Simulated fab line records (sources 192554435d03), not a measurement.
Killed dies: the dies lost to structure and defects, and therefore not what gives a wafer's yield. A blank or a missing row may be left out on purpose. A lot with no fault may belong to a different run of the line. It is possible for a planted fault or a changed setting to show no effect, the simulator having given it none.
Lot-split experiment + flow n5Finfet + 7 lots, 21 wafers read, on a route of 1938 steps

== THE SPLIT ==
At N5_BEOL_M1_COAT_05 (resist thk 30 nm), the setting spinRpm was moved away from the recipe's 1500 rpm on 7 of the 21 wafers read, by -7.1% to +4.1%. For the rest of the wafers, this setting stayed at what the recipe calls for.

== FROM THE SPLIT TO THE READING: what the file shows between them, 2 steps ==
- N5_BEOL_M1_EBR_07
- N5_BEOL_M1_SOFTBAKE_06: time 60 s

== THE READING ==
CAR-EUV_of_BEOL_M1_COAT_05.thkNm (the simulator's own value, which no gauge read), in nm, at N5_BEOL_M1_DESCUM_16 (chemistry O2, time 7 s). The file does not state a usual value for it. Average 26.0 nm, standard deviation 0.12 nm, over the 14 wafers here run with the recipe.

| wafer  | tool, chamber at the split | spinRpm as run, rpm | against the recipe | CAR-EUV_of_BEOL_M1_COAT_05.thkNm, nm | against lot-mates on the recipe |
|--------|----------------------------|---------------------|--------------------|--------------------------------------|---------------------------------|
| L078.1 | lithoTrack-05, 0           | 1562                | +4.1%              | 25.4                                 | -0.5                            |
| L078.2 | lithoTrack-05, 0           | 1500                | recipe             | 26                                   | -                               |
| L078.4 | lithoTrack-05, 0           | 1500                | recipe             | 25.8                                 | -                               |
| L082.1 | lithoTrack-04, 0           | 1500                | recipe             | 25.8                                 | -                               |
| L082.5 | lithoTrack-04, 0           | 1500                | recipe             | 25.8                                 | -                               |
| L082.2 | lithoTrack-04, 0           | 1500                | recipe             | 26                                   | -                               |
| L084.2 | lithoTrack-05, 0           | 1457                | -2.9%              | 26.4                                 | no lot-mate on the recipe       |
| L084.6 | lithoTrack-05, 0           | 1457                | -2.9%              | 26.4                                 | no lot-mate on the recipe       |
| L084.3 | lithoTrack-05, 0           | 1457                | -2.9%              | 26.6                                 | no lot-mate on the recipe       |
| L089.2 | lithoTrack-03, 0           | 1500                | recipe             | 26                                   | -                               |
| L089.6 | lithoTrack-03, 0           | 1500                | recipe             | 26                                   | -                               |
| L089.4 | lithoTrack-03, 0           | 1442                | -3.9%              | 26.8                                 | +0.8                            |
| L091.3 | lithoTrack-04, 0           | 1393                | -7.1%              | 27                                   | +1.0                            |
| L091.5 | lithoTrack-04, 0           | 1500                | recipe             | 26                                   | -                               |
| L091.6 | lithoTrack-04, 0           | 1393                | -7.1%              | 27.2                                 | +1.2                            |
| L094.1 | lithoTrack-03, 0           | 1500                | recipe             | 26.2                                 | -                               |
| L094.5 | lithoTrack-03, 0           | 1500                | recipe             | 26.2                                 | -                               |
| L094.4 | lithoTrack-03, 0           | 1500                | recipe             | 26                                   | -                               |
| L095.3 | lithoTrack-04, 0           | 1500                | recipe             | 26                                   | -                               |
| L095.4 | lithoTrack-04, 0           | 1500                | recipe             | 26                                   | -                               |
| L095.5 | lithoTrack-04, 0           | 1500                | recipe             | 26                                   | -                               |

THE FIT
A straight line over all 21 wafers: CAR-EUV_of_BEOL_M1_COAT_05.thkNm changes by -0.16 nm for each +1% of spinRpm; r = -0.96; the points scatter about the line by 0.12 nm.
The same after taking each lot's own level away (the mean of its wafers on the recipe; 18 wafers): -0.154 nm for each +1%; r = -0.98; scatter 0.096 nm.
Per that fit: largest spinRpm move, reading shift of 1.1 nm.
The lots' own levels span 25.87 to 26.13 nm, that is 2.2 times the standard deviation above.
So the lot-to-lot level changes the slope little: the two slopes agree.
Check: for one of the wafers moved furthest among these (-7.1%), held out of the fit, the line's prediction against its lot-mates is +1.19 nm. Against them it came out at +1 nm.

== OTHER SPLITS APPLIED TO THESE WAFERS ==
These wafers also went through other splits before the reading. Each is held against what the fit with the lots' levels taken away leaves over:
| other split on the same wafers   | wafers away from the commonest value | r with CAR-EUV_of_BEOL_M1_COAT_05.thkNm (lot level and that fit taken away) |
|----------------------------------|--------------------------------------|-----------------------------------------------------------------------------|
| N5_BEOL_M0_SAQP_EXPOSE_37 doseMj | 6                                    | -0.03                                                                       |
| N5_BEOL_M0_SAQP_ALD_48 aldCycles | 6                                    | +0.16                                                                       |
| N5_BEOL_M1_ILD_DEP_00 timeS      | 3                                    | +0.00                                                                       |

== THE WHOLE CHAIN: every reading that the file lists as answering this split, in the file's order ==
| step                 | what it does           | reading                                                                           | change (the file's fit)               | r (the file's) |
|----------------------|------------------------|-----------------------------------------------------------------------------------|---------------------------------------|----------------|
| N5_BEOL_M1_COAT_05   | resist thk 30 nm       | CAR-EUV_of_BEOL_M1_COAT_05.thkNm (the simulator's own value, which no gauge read) | -0.153 nm for each +1% of the setting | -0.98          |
| N5_BEOL_M1_DESCUM_16 | chemistry O2, time 7 s | CAR-EUV_of_BEOL_M1_COAT_05.thkNm (the simulator's own value, which no gauge read) | -0.157 nm for each +1% of the setting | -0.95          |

== FILE'S OWN FIT ==
CAR-EUV_of_BEOL_M1_COAT_05.thkNm changes by -0.157 nm for each +1% of spinRpm, r = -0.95.
